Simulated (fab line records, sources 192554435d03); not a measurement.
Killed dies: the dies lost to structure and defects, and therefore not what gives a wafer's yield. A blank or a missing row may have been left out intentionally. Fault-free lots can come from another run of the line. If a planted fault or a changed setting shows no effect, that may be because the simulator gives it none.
fab line records    flow n5_finfet
record lots=12  wafers=36  last_day=17
route steps=1938 shown BEOL_M11@1595 BEOL_M12@1624
lots that met no fault: taken from a fault-free run of the same line
start_h: hours from the record's first day to the start of the lot's first wafer shown    wait_h: hours from the lot's prior step to this one    " as in the row above    L1.1+2: a row that stands for several wafers    - no value present, or no start provided    * or withheld: withheld    < > ~ a bound
route shown NAME@n: NAME is a module with steps in the file, n the number in the route of the first one    usual: mean and standard deviation over wafers with no fault    same: alike in all rows    chamber/n: place in a boat    sites: per-site readings    _std_site: how widely they spread, as a standard deviation    _edge_site: inner sites' mean taken away from outer sites' mean    radius_mm: for every site, how far away it sits from the centre of the wafer    mask NAME#n: copy n    behind: tool/chamber where the wafer was last shaped    hold: what put the lot on hold/how long, in hours/how the hold closed    device: whichever transistor did not switch (one of n, p or np)    end of line: the route-end tests of the same wafers    step lacking rows: just its recipe    killed: count of dies lost to structure and defects at first sort (not the wafer's yield)    map: shows each die of a wafer: x if killed, . if not, _ if none is there
set.NAME: the setting the step ran with; set.NAME@STEP: the setting that earlier step ran with    model.NAME: the simulator's own value behind a step, which no gauge read
the route's steps for a sample of lots (tables are steps, rows are wafers)
services: from which hour (start_h, from the record's first day; less than 0 if before it) a tool's chamber was out of use, for how many hours, and why
## steps
# step N5_BEOL_M11_ANNEAL_51
# recipe temp_c=225  time_s=90  ambient=N2
# usual wafer_temp_C_max=225.65/0.23
lot.wafer  tool           chamber  start_h  wait_h  wafer_temp_C_max
L233.1     rtp_anneal-01  0        243.24   0.1     225.51
L233.2     "              0        "        "       225.27
L233.5     "              0        "        "       225.25
L235.3     rtp_anneal-02  0        249.13   0.3     225.67
L235.5     "              0        "        "       225.52
L235.6     "              0        "        "       225.65
L236.1     rtp_anneal-01  0        256.31   0.2     225.28
L236.4     "              0        "        "       225.60
L236.5     "              0        "        "       225.45
L242.1     rtp_anneal-02  0        274.43   0.1     225.67
L242.3     "              0        "        "       225.83
L242.6     "              0        "        "       225.72
L239.1     rtp_anneal-02  0        277.59   0.2     225.67
L239.2     "              0        "        "       225.79
L239.3     "              0        "        "       225.65
L240.1     rtp_anneal-01  0        282.72   0.2     225.86
L240.3     "              0        "        "       225.83
L240.5     "              0        "        "       225.75
L243.2     rtp_anneal-02  0        304.41   0.3     226.01
L243.5     "              0        "        "       225.68
L243.6     "              0        "        "       225.77
L245.1     rtp_anneal-02  0        320.25   0.3     225.39
L245.4     "              0        "        "       225.31
L245.5     "              0        "        "       225.25
L247.1     rtp_anneal-01  0        322.32   0.1     225.17
L247.2     "              0        "        "       224.99
L247.4     "              0        "        "       225.22
L253.1     rtp_anneal-01  0        342.83   0.1     225.41
L253.2     "              0        "        "       225.52
L253.3     "              0        "        "       225.60
L252.1     rtp_anneal-02  0        353.03   0.1     225.38
L252.2     "              0        "        "       225.69
L252.3     "              0        "        "       225.65
L254.1     rtp_anneal-02  0        364.54   1.2     225.94
L254.3     "              0        "        "       225.55
L254.4     "              0        "        "       225.81
# step N5_BEOL_M11_THK_MEAS_53
# recipe thk_meas_gauge=xrf  reads=Cu_of_BEOL_M11_ECD_50
# usual M11_THK=140.1/2.7
lot.wafer  tool           chamber  start_h  wait_h  M11_THK[nm]
L233.1     film_metro-01  -        243.83   -       137.5
L233.2     "              -        "        "       138.5
L233.5     "              -        "        "       140.6
L235.3     film_metro-01  -        249.63   -       138.0
L235.5     "              -        "        "       142.4
L235.6     "              -        "        "       137.8
L236.1     film_metro-02  -        256.91   -       143.6
L236.4     "              -        "        "       142.5
L236.5     "              -        "        "       143.4
L242.1     film_metro-01  -        275.02   -       139.9
L242.3     "              -        "        "       140.8
L242.6     "              -        "        "       139.6
L239.1     film_metro-01  -        278.18   -       139.9
L239.2     "              -        "        "       143.5
L239.3     "              -        "        "       137.3
L240.1     film_metro-01  -        283.32   -       133.5
L240.3     "              -        "        "       141.0
L240.5     "              -        "        "       134.1
L243.2     film_metro-02  -        304.98   -       143.6
L243.5     "              -        "        "       141.6
L243.6     "              -        "        "       141.1
L245.1     film_metro-02  -        320.84   -       140.8
L245.4     "              -        "        "       145.2
L245.5     "              -        "        "       142.8
L247.1     film_metro-01  -        323.22   -       137.8
L247.2     "              -        "        "       139.0
L247.4     "              -        "        "       140.7
L253.1     film_metro-02  -        343.44   -       140.6
L253.2     "              -        "        "       138.2
L253.3     "              -        "        "       138.6
L252.1     film_metro-02  -        353.62   -       139.2
L252.2     "              -        "        "       137.8
L252.3     "              -        "        "       143.1
L254.1     film_metro-01  -        365.13   -       146.1
L254.3     "              -        "        "       140.9
L254.4     "              -        "        "       140.9
# step N5_BEOL_M12_COAT_66
# recipe resist=SiARC  temp_c=220  time_s=60  spin_rpm=1500  resist_thk_nm=110
# usual heater_power_total_W=427.8/2  plate_temp_C=219.99/0.18
lot.wafer  tool            chamber  start_h  wait_h  heater_power_total_W  plate_temp_C
L233.1     litho_track-01  0        246.04   -       430.8                 220.24
L233.2     "               0        "        "       428.7                 220.17
L233.5     "               0        "        "       424.8                 219.86
L235.3     litho_track-02  0        251.78   -       429.9                 219.82
L235.5     "               0        "        "       426.7                 219.83
L235.6     "               0        "        "       430.2                 219.83
L236.1     litho_track-02  0        258.49   -       429.6                 220.03
L236.4     "               0        "        "       428.2                 219.95
L236.5     "               0        "        "       428.1                 220.26
L242.1     litho_track-01  0        276.41   -       427.3                 220.22
L242.3     "               0        "        "       425.4                 220.26
L242.6     "               0        "        "       427.0                 220.33
L239.1     litho_track-01  0        279.59   -       425.1                 220.12
L239.2     "               0        "        "       425.2                 220.16
L239.3     "               0        "        "       424.5                 220.28
L240.1     litho_track-02  0        284.56   -       424.5                 219.88
L240.3     "               0        "        "       430.6                 219.75
L240.5     "               0        "        "       426.0                 219.67
L243.2     litho_track-02  0        306.34   -       430.0                 219.82
L243.5     "               0        "        "       430.6                 219.96
L243.6     "               0        "        "       425.3                 220.02
L245.1     litho_track-01  0        322.51   -       401.4                 208.25
L245.4     "               0        "        "       401.3                 208.58
L245.5     "               0        "        "       399.9                 208.45
L247.1     litho_track-01  0        324.64   -       398.1                 208.12
L247.2     "               0        "        "       398.8                 208.30
L247.4     "               0        "        "       399.2                 208.25
L253.1     litho_track-03  0        344.88   -       429.7                 220.25
L253.2     "               0        "        "       424.9                 220.10
L253.3     "               0        "        "       430.3                 220.04
L252.1     litho_track-02  0        354.99   -       426.3                 220.32
L252.2     "               0        "        "       424.2                 220.26
L252.3     "               0        "        "       430.4                 219.95
L254.1     litho_track-02  0        366.50   -       430.2                 219.97
L254.3     "               0        "        "       426.7                 219.92
L254.4     "               0        "        "       425.7                 219.74
# step N5_BEOL_M12_OVL_MEAS_29
# recipe points_per_wafer=44
# usual M12_OVL=-1/5.2
lot.wafer  tool        chamber  start_h  wait_h  M12_OVL[nm]
L233.1     overlay-02  0        246.36   0.0     0
L233.2     "           0        "        "       -2
L233.5     "           0        "        "       0
L235.3     overlay-01  0        252.09   0.0     4
L235.5     "           0        "        "       1
L235.6     "           0        "        "       -11
L236.1     overlay-01  0        258.81   0.0     -2
L236.4     "           0        "        "       -10
L236.5     "           0        "        "       1
L242.1     overlay-02  0        276.85   0.0     -5
L242.3     "           0        "        "       -1
L242.6     "           0        "        "       -2
L239.1     overlay-01  0        279.91   0.0     -1
L239.2     "           0        "        "       1
L239.3     "           0        "        "       -1
L240.1     overlay-02  0        284.91   0.0     7
L240.3     "           0        "        "       2
L240.5     "           0        "        "       9
L243.2     overlay-01  0        306.66   0.0     12
L243.5     "           0        "        "       13
L243.6     "           0        "        "       5
L245.1     overlay-01  0        322.95   0.0     -7
L245.4     "           0        "        "       1
L245.5     "           0        "        "       -1
L247.1     overlay-01  0        324.96   0.0     -7
L247.2     "           0        "        "       0
L247.4     "           0        "        "       -5
L253.1     overlay-01  0        345.33   0.0     -1
L253.2     "           0        "        "       -6
L253.3     "           0        "        "       -8
L252.1     overlay-01  0        355.43   0.0     -1
L252.2     "           0        "        "       -5
L252.3     "           0        "        "       -4
L254.1     overlay-01  0        366.95   0.0     1
L254.3     "           0        "        "       4
L254.4     "           0        "        "       -7
## services
tool            chamber  start_h  hours  kind
litho_track-01  -        261.24   -      consumable_replace:filter
## key
first_sign step=N5_BEOL_M12_COAT_66  reading=plate_temp_C  direction=down  sigmas=65  usual=*  struck=*
effect step=N5_BEOL_M12_COAT_66  reading=heater_power_total_W  direction=down  sigmas=14  usual=*  struck=*
met_at N5_BEOL_M12_COAT_66
struck_lots L245,L247
not_acting_at N5_BEOL_M11_ANNEAL_51,N5_BEOL_M11_THK_MEAS_53,N5_BEOL_M12_OVL_MEAS_29
onset_between 279.59 322.51
fault kind=process_parameter_drift  tool=litho_track-01  chamber=-  onset_h=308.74  steps=N5_BEOL_M12_COAT_66  channel=temp_c  offset=*  shape=step  end_h=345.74  acts_in=*  stated=*
